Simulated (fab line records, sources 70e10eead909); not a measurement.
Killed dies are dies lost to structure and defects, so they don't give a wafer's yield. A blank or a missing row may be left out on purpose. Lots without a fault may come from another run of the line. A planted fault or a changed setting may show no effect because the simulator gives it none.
A struck lot beside a sound one | flow nand_harc | 14 steps out of a route of 1159
Sound: wafers L934.1, L934.2, L934.5. Struck: wafers L932.4, L932.5, L932.6. The cause comes at the end.
At each step with rows: each side's tool, then ch and its chambers, then its first start. Under that, the readings that differ: sound wafers | struck wafers | difference of the means | sigmas: that difference in standard deviations of wafers without a fault.
alike: readings whose means differ by less than 2 such deviations, and words and numbers that are the same on both sides. not compared: withheld readings, readings that some wafer has no value for, bounds like >300 that may hide the same value, and numbers for which the record gives no deviation and whose values overlap.
The two part at a step that has a row with sigmas, a row that says differs or no value, or rows on one side only. Numbers that don't overlap but have no deviation are shown without sigmas and don't part them. A reading that every wafer of one side lacks parts them only if that side has two wafers or more.

NHARC_A_M1_PRE_CLEAN_32: time 12 s.
  sound on pecvd-02 ch 0,1,2, day 23 01:30; struck on pecvd-04 ch 0,1,2, day 23 07:19
  alike: heater_power_w
NHARC_A_M1_DEP_33: deposits SiCN, target thk 30 nm.
  sound on pecvd-02 ch 0,1,2, day 23 01:37; struck on pecvd-04 ch 0,1,2, day 23 07:29
  alike: heater_power_w
NHARC_A_BONDPAD_DEP_00: deposits SiCN, target thk 250 nm.
  sound on pecvd-03 ch 1,2, day 23 02:07; struck on pecvd-03 ch 0,1,2, day 23 08:04
  alike: heater_power_w
NHARC_A_BONDPAD_CMP_29: polishes SiCN, target thk 200 nm.
  sound on cmp-02 ch 0,2,3, day 23 02:33; struck on cmp-02 ch 0,1, day 23 08:20
  alike: motor_current_A, retaining_ring_pressure_frac
NHARC_A_BONDPAD_THK_MEAS_30: measures by ellipsometry.
  sound on film_metro-01, day 23 02:47; struck on film_metro-01, day 23 08:35
  alike: thk_nm
then, 7 steps without rows for these wafers: NHARC_A_BONDPAD_SRD_31; NHARC_A_BONDPAD_DEHYDRATE_01 (time 120 s); NHARC_A_BONDPAD_HMDS_02 (time 30 s); NHARC_A_BONDPAD_COAT_33 (time 65 s); NHARC_A_BONDPAD_COAT_03 (resist thk 600 nm); NHARC_A_BONDPAD_SOFTBAKE_04 (time 70 s); NHARC_A_BONDPAD_EBR_05.
NHARC_A_BONDPAD_EXPOSE_06: exposes mask A BPAD.
  sound on krf_scanner-01 ch 0, day 23 03:12; struck on krf_scanner-01, day 23 08:53
  no value came back on the struck wafers for exposure_dose_mJ_cm2, focus_offset_nm (nm); on the sound wafers exposure_dose_mJ_cm2 reads 36.90 36.92 36.96
  alike: mask
then, 1 step without rows for these wafers: NHARC_A_BONDPAD_PEB_07 (peb time 80 s).

WHERE THEY PART
Only at NHARC_A_BONDPAD_EXPOSE_06, within this record.

WHY: what the simulator had put in
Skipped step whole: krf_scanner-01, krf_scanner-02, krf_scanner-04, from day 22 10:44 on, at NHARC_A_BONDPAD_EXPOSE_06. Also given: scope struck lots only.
